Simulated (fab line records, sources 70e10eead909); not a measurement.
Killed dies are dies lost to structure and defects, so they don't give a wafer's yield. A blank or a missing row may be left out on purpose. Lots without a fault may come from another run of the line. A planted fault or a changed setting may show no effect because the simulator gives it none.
Chamber matching | flow nand_harc | NHARC_A_STAIRCASE_ETCH_444 on rie_diel-03: 4 sister chambers
The step etches the open film in C4F8/O2, target depth 10200 nm, time 3400 s. 14 wafers are shown with their chamber, then 7 later ones without.

WAFERS WITH THEIR CHAMBER
wafer  | chamber | rf_vpp_V (V) | oes_product_au (a.u.)
L075.4 | 0       | 807          | 0.924
L075.5 | 0       | 808          | 0.927
L075.6 | 3       | 802          | 0.920
L080.3 | 1       | 808          | 0.936
L080.5 | 0       | 806          | 0.921
L080.6 | 1       | 808          | 0.940
L078.2 | 1       | 808          | 0.936
L078.3 | 3       | 802          | 0.915
L078.4 | 0       | 807          | 0.925
L084.2 | 2       | 811          | 0.921
L084.4 | 0       | 807          | 0.928
L084.6 | 2       | 809          | 0.927
L092.1 | 0       | 804          | 0.948
L092.3 | 1       | 808          | 0.951

SIGNATURES (means of the wafers above)
reading        | chamber 0 | chamber 1 | chamber 2 | chamber 3 | scatter within a chamber
rf_vpp_V       | 806.50    | 808.00    | 810.00    | 802.00    | 1.07
oes_product_au | 0.92883   | 0.94075   | 0.92400   | 0.91750   | 0.00808
Rule: a wafer's distance from a chamber is the root of the sum, over the readings, of the square of ((its reading less the chamber's mean) divided by the reading's scatter). The wafer belongs to the nearest chamber; if the next one is less than 2 further off, it can't be placed. The scatter: the root of (the sum of the squares of (reading less its chamber's mean) over the shown wafers, divided by (wafers less chambers)).

WAFERS WITHOUT THEIR CHAMBER
wafer  | rf_vpp_V (V) | oes_product_au (a.u.)
L092.4 | 812          | 0.950
L093.1 | 807          | 0.937
L093.2 | 806          | 0.950
L093.4 | 801          | 0.945
L093.3 | 811          | 0.974
L093.5 | 806          | 0.962
L093.6 | 811          | 0.962

WHICH CHAMBER EACH WENT THROUGH
wafer  | from the rows above     | in truth
L092.4 | can't be placed: 2 or 1 | 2
L093.1 | can't be placed: 1 or 0 | 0
L093.2 | can't be placed: 1 or 0 | 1
L093.4 | can't be placed: 3 or 0 | 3
L093.3 | can't be placed: 1 or 2 | 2
L093.5 | can't be placed: 1 or 0 | 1
L093.6 | can't be placed: 1 or 2 | 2
Placed correctly: 0 of 7. Can't be placed from these rows: 7 (the true chamber is among the candidates in 7). Placed wrongly: 0.
